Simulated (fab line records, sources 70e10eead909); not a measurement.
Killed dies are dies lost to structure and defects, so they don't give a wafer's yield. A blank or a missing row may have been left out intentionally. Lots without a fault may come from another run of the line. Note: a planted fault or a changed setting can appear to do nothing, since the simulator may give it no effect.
Matching of chambers    flow nandHarc    NHARC_P_ZERO_WELL_ETCH_63 on rieSi-06: 4 sister chambers
The step etches the open film in HBr/Cl2, target depth 120 nm, time 40.1 s. 16 wafers are shown with their chamber, then 8 later ones without.

== WAFERS WITH THEIR CHAMBER ==
wafer   chamber  hbrFlowSccm (sccm)  oesProductAu (a.u.)  throttleValvePct (%)
L083.1  3        149.9               1.008                26.403
L083.5  1        149.9               0.989                26.403
L083.6  2        149.1               0.995                26.403
L085.1  2        149.1               0.995                26.415
L085.3  3        150.5               1.006                26.405
L085.5  1        150.0               0.996                26.403
L088.1  0        150.5               1.005                26.392
L088.4  1        149.7               1.009                26.396
L088.5  0        149.9               0.994                26.408
L091.1  0        150.0               0.999                26.396
L091.5  3        150.0               1.006                26.418
L091.6  0        150.6               0.995                26.411
L092.1  0        150.1               0.989                26.392
L092.2  1        150.1               0.999                26.406
L092.5  3        149.6               1.005                26.393
L094.1  1        150.5               0.994                26.399

SIGNATURES (averages over the wafers above)
reading           chamber 0  chamber 1  chamber 2  chamber 3  scatter within a chamber
hbrFlowSccm       150.220    150.040    149.100    150.000    0.311
oesProductAu      0.99640    0.99740    0.99500    1.00625    0.00555
throttleValvePct  26.39980   26.40140   26.40900   26.40475   0.00806
Rule: for each reading, subtract the chamber's mean from the wafer's reading, divide by that reading's scatter and square the result; add these up over the readings and take the root, which gives the wafer's distance from the chamber. The wafer belongs to the nearest chamber; if the next one is less than 2 further off, it can't be placed. The scatter: take each reading less its chamber's mean, square it, sum over the shown wafers, divide by the number of wafers less the number of chambers, and take the root.

== WAFERS WITH NO CHAMBER GIVEN ==
wafer   hbrFlowSccm (sccm)  oesProductAu (a.u.)  throttleValvePct (%)
L094.3  150.5               0.989                26.398
L094.4  150.3               0.991                26.414
L095.1  150.0               1.010                26.413
L095.3  150.4               1.004                26.416
L095.4  150.4               0.993                26.404
L096.1  149.8               0.999                26.402
L096.4  149.5               1.008                26.406
L096.6  149.3               0.995                26.412

== EACH ONE'S CHAMBER ==
wafer    from the rows above                 in truth
L094.3   can't be placed: 0 or 1 or 3        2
L094.4   can't be placed: 0 or 1 or 3 or 2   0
L095.1   can't be placed: 3 or 1 or 0        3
L095.3   can't be placed: 3 or 1 or 0        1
L095.4   can't be placed: 0 or 1 or 3        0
L096.1   can't be placed: 1 or 0 or 3 or 2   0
L096.4   can't be placed: 3 or 1 or 2 or 0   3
L096.6   2                                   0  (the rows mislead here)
0 of 8 placed correctly. Cannot be placed on the basis of these rows: 7; the candidates contain the true chamber in 6. 1 placed wrongly.
